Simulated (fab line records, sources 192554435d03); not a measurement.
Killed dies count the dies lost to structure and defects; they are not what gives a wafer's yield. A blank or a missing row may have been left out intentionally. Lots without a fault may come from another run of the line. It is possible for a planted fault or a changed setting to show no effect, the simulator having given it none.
Matching of chambers -- flow n5_finfet -- 4 sister chambers for N5_BEOL_M10_ETCH_65 on rie_diel-05
The step etches SiARC in CF4, target depth 39 nm, time 65 s. 14 wafers are shown with their chamber, then 7 later ones without.

## WAFERS PAIRED WITH THEIR CHAMBERS
wafer,chamber,showerhead_plenum_p_Torr (Torr),throttle_valve_pct (%),drypump_motor_current_A (A)
L074.1,1,2.10,15.47,6.2
L074.4,0,2.18,15.60,5.4
L074.6,2,2.21,15.85,5.6
L081.1,1,2.09,15.48,6.1
L081.2,2,2.21,15.88,5.6
L081.6,0,2.18,15.61,5.4
L082.1,2,2.21,15.89,5.6
L082.3,0,2.18,15.61,5.4
L082.4,3,2.10,15.29,5.5
L087.1,3,2.10,15.32,5.5
L087.2,2,2.20,15.91,5.7
L087.5,1,2.09,15.51,6.2
L092.1,3,2.09,15.36,5.6
L092.2,1,2.08,15.53,6.2

SIGNATURES (averages over the wafers above)
reading,chamber 0,chamber 1,chamber 2,chamber 3,scatter within a chamber
showerhead_plenum_p_Torr,2.1800,2.0900,2.2075,2.0967,0.00585
throttle_valve_pct,15.6067,15.4975,15.8825,15.3233,0.0259
drypump_motor_current_A,5.400,6.175,5.625,5.533,0.0465
Rule: for each reading, subtract the chamber's mean from the wafer's reading, divide by that reading's scatter and square the result; add these up over the readings and take the root, which gives the wafer's distance from the chamber. If the next closest chamber is less than 2 further off than the closest, the wafer can't be placed; otherwise it belongs to the closest. The scatter: the root of (the sum of the squares of (reading less its chamber's mean) over the shown wafers, divided by (wafers less chambers)).

## WAFERS WITHOUT THEIR CHAMBER
wafer,showerhead_plenum_p_Torr (Torr),throttle_valve_pct (%),drypump_motor_current_A (A)
L092.4,2.20,15.43,5.6
L095.2,2.20,15.44,5.6
L095.5,2.20,15.42,5.6
L095.6,2.08,15.53,6.2
L094.1,2.17,15.66,5.3
L094.3,2.20,15.44,5.6
L094.4,2.17,15.66,5.4

## WHICH CHAMBER EACH ONE RAN IN
wafer,from the rows above,in truth
L092.4,0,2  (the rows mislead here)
L095.2,0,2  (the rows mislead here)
L095.5,0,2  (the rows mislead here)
L095.6,1,1
L094.1,0,0
L094.3,0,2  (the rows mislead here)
L094.4,0,0
Correctly placed: 3 of 7. Can't be placed from these rows: 0. 4 placed wrongly.
